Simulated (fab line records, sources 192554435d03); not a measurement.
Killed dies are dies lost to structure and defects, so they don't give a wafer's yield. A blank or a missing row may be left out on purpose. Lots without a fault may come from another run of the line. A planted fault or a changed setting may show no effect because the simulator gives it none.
Problem report in the 8D (eight disciplines) form, filled by code | flow n5_finfet | the parts of the form that need people (team, actions taken, sign-off) are left out

1. THE PROBLEM
run_length_s at N5_BEOL_M1_ETCH_70 reads a mean of 149.9 s on 6 wafers of 2 lots; wafers without a fault read 143.1 s with a standard deviation of 0.5. That is +14 standard deviations from the usual mean.
The step: etches SOC in N2/H2, target depth 80 nm, overetch 16 nm, time 120 s.
First seen on wafer L252.1, day 12 00:33, on rie_diel-04. The record holds 30 wafers of 10 lots with a number at this step. Rule for "out", or "out of limits": more than 4 standard deviations from the usual mean. The other wafers with a number count as sound.

2. WHAT IT IS AND WHAT IT IS NOT
question                    | is                     | is not
which readings at this step | run_length_s           | drypump_motor_current_A, oes_product_au, rf_vpp_V, showerhead_plenum_p_Torr, throttle_valve_pct
which lots                  | L252, L253             | L232, L235, L237, L238, L239, L240, L241, L246
which wafers of those lots  | all that have a number | -
read on which tools         | rie_diel-04            | rie_diel-06
when                        | from day 12 00:33      | up to then (24 sound wafers)

3. SUSPECTS, AND WHAT RULES EACH OUT
Counting: a tool at a process step up to the reading stays a suspect if it ran every lot that is out and no sound lot after the first of them.
- rie_diel-04 at N5_BEOL_M1_ETCHBACK_99 (etches SiO2 in CHF3, target depth 5 nm, time 10.4 s): kept. It ran every lot that is out, first L252 (day 12 00:31), and no sound lot after that; its last sound lot up to then is L246 (day 10 11:32).
- rie_diel-04 at N5_BEOL_M1_ETCH_70 (etches SOC in N2/H2, target depth 80 nm, overetch 16 nm, time 120 s): kept. It ran every lot that is out, first L252 (day 12 00:33), and no sound lot after that; its last sound lot up to then is L246 (day 10 11:34). Its own readings are out on those wafers: run_length_s.
Left after counting: rie_diel-04 at N5_BEOL_M1_ETCHBACK_99, rie_diel-04 at N5_BEOL_M1_ETCH_70.

4. THE CAUSE (what the simulator had put in)
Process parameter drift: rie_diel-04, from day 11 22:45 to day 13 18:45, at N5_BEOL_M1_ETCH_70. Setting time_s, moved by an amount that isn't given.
Counting left 2 suspects, and this tool is among them.

5. THE CHAIN OF EFFECTS, in route order
Each row: a reading whose mean over the struck wafers that have a number lies more than 3 standard deviations from the usual. Only readings for which the record gives a usual standard deviation are gone through. hours: the time from each lot's start at the first step in this table that gives one to its start at this step, as a median over the lots. sigmas: the change in usual standard deviations.
hours | step               | reading      | usual   | on struck wafers | change | sigmas
0     | N5_BEOL_M1_ETCH_70 | run_length_s | 143.1 s | 149.9            | +6.8   | +14
The process steps in it:
- N5_BEOL_M1_ETCH_70: etches SOC in N2/H2, target depth 80 nm, overetch 16 nm, time 120 s.

6. WHAT WOULD HAVE CAUGHT IT SOONER
In this record the first reading out of limits was taken at day 12 00:33, 2 hours after the fault began at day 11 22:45.
